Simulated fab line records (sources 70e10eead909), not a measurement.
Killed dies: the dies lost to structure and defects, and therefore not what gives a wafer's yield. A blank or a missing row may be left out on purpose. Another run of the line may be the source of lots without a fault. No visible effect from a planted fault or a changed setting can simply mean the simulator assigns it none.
Chamber matching :: flow nandHarc :: NHARC_A_ZERO_WELL_ETCH_13 on rieSi-04 has 4 sister chambers
The step etches the open film in HBr/Cl2, target depth 120 nm, time 40.1 s. 22 wafers are shown with their chamber, then 11 later ones without.

## WAFERS WITH THEIR CHAMBER
wafer: L074.1
chamber: 1
oesProductAu (a.u.): 1.008
throttleValvePct (%): 26.417

wafer: L074.3
chamber: 0
oesProductAu (a.u.): 0.985
throttleValvePct (%): 26.416

wafer: L074.5
chamber: 0
oesProductAu (a.u.): 0.993
throttleValvePct (%): 26.398

wafer: L078.1
chamber: 1
oesProductAu (a.u.): 0.997
throttleValvePct (%): 26.411

wafer: L078.3
chamber: 2
oesProductAu (a.u.): 0.990
throttleValvePct (%): 26.402

wafer: L078.6
chamber: 2
oesProductAu (a.u.): 0.994
throttleValvePct (%): 26.404

wafer: L080.1
chamber: 2
oesProductAu (a.u.): 1.009
throttleValvePct (%): 26.406

wafer: L080.2
chamber: 1
oesProductAu (a.u.): 1.007
throttleValvePct (%): 26.411

wafer: L080.3
chamber: 3
oesProductAu (a.u.): 0.989
throttleValvePct (%): 26.392

wafer: L080.4
chamber: 0
oesProductAu (a.u.): 0.989
throttleValvePct (%): 26.392

wafer: L080.5
chamber: 3
oesProductAu (a.u.): 0.992
throttleValvePct (%): 26.413

wafer: L080.6
chamber: 0
oesProductAu (a.u.): 0.993
throttleValvePct (%): 26.403

wafer: L081.2
chamber: 2
oesProductAu (a.u.): 1.011
throttleValvePct (%): 26.401

wafer: L081.4
chamber: 3
oesProductAu (a.u.): 1.009
throttleValvePct (%): 26.397

wafer: L081.5
chamber: 0
oesProductAu (a.u.): 1.007
throttleValvePct (%): 26.401

wafer: L085.1
chamber: 1
oesProductAu (a.u.): 1.017
throttleValvePct (%): 26.414

wafer: L085.2
chamber: 2
oesProductAu (a.u.): 1.001
throttleValvePct (%): 26.417

wafer: L085.3
chamber: 3
oesProductAu (a.u.): 0.989
throttleValvePct (%): 26.396

wafer: L086.1
chamber: 1
oesProductAu (a.u.): 1.007
throttleValvePct (%): 26.395

wafer: L086.3
chamber: 3
oesProductAu (a.u.): 0.993
throttleValvePct (%): 26.398

wafer: L086.4
chamber: 0
oesProductAu (a.u.): 0.991
throttleValvePct (%): 26.406

wafer: L088.1
chamber: 1
oesProductAu (a.u.): 1.014
throttleValvePct (%): 26.407

SIGNATURES (averages over the wafers above)
reading: oesProductAu
chamber 0: 0.99300
chamber 1: 1.00833
chamber 2: 1.00100
chamber 3: 0.99440
scatter within a chamber: 0.00793

reading: throttleValvePct
chamber 0: 26.40267
chamber 1: 26.40917
chamber 2: 26.40600
chamber 3: 26.39920
scatter within a chamber: 0.00763
Rule: a wafer lies at a distance from a chamber equal to the root of the sum of squares, over the readings, of (its reading less the chamber's mean, divided by the reading's scatter). The wafer belongs to the nearest chamber; if the next one is less than 2 further off, it can't be placed. The scatter is the square root of a quotient: the sum, over the shown wafers, of each reading's squared deviation from its chamber's mean, divided by wafers minus chambers.

## WAFERS WITH NO CHAMBER GIVEN
wafer: L088.4
oesProductAu (a.u.): 0.992
throttleValvePct (%): 26.406

wafer: L088.5
oesProductAu (a.u.): 1.010
throttleValvePct (%): 26.411

wafer: L091.2
oesProductAu (a.u.): 1.002
throttleValvePct (%): 26.390

wafer: L091.4
oesProductAu (a.u.): 0.995
throttleValvePct (%): 26.404

wafer: L091.5
oesProductAu (a.u.): 0.999
throttleValvePct (%): 26.401

wafer: L094.2
oesProductAu (a.u.): 0.996
throttleValvePct (%): 26.396

wafer: L094.5
oesProductAu (a.u.): 0.997
throttleValvePct (%): 26.412

wafer: L094.6
oesProductAu (a.u.): 0.988
throttleValvePct (%): 26.394

wafer: L095.2
oesProductAu (a.u.): 1.006
throttleValvePct (%): 26.375

wafer: L095.4
oesProductAu (a.u.): 0.995
throttleValvePct (%): 26.397

wafer: L095.5
oesProductAu (a.u.): 0.997
throttleValvePct (%): 26.417

## WHICH CHAMBER EACH WENT THROUGH
wafer: L088.4
from the rows above: can't be placed: 0 or 3 or 2 or 1
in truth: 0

wafer: L088.5
from the rows above: can't be placed: 1 or 2
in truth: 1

wafer: L091.2
from the rows above: can't be placed: 3 or 0 or 2 or 1
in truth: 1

wafer: L091.4
from the rows above: can't be placed: 0 or 3 or 2 or 1
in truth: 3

wafer: L091.5
from the rows above: can't be placed: 3 or 2 or 0 or 1
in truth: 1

wafer: L094.2
from the rows above: can't be placed: 3 or 0 or 2 or 1
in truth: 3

wafer: L094.5
from the rows above: can't be placed: 2 or 0 or 1 or 3
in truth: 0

wafer: L094.6
from the rows above: can't be placed: 3 or 0 or 2
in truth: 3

wafer: L095.2
from the rows above: can't be placed: 3 or 0 or 2 or 1
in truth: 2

wafer: L095.4
from the rows above: can't be placed: 3 or 0 or 2
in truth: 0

wafer: L095.5
from the rows above: can't be placed: 2 or 1 or 0 or 3
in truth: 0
Placed correctly: 0 of 11. Cannot be placed on the basis of these rows: 11; the candidates contain the true chamber in 11. Number placed wrongly: 0.
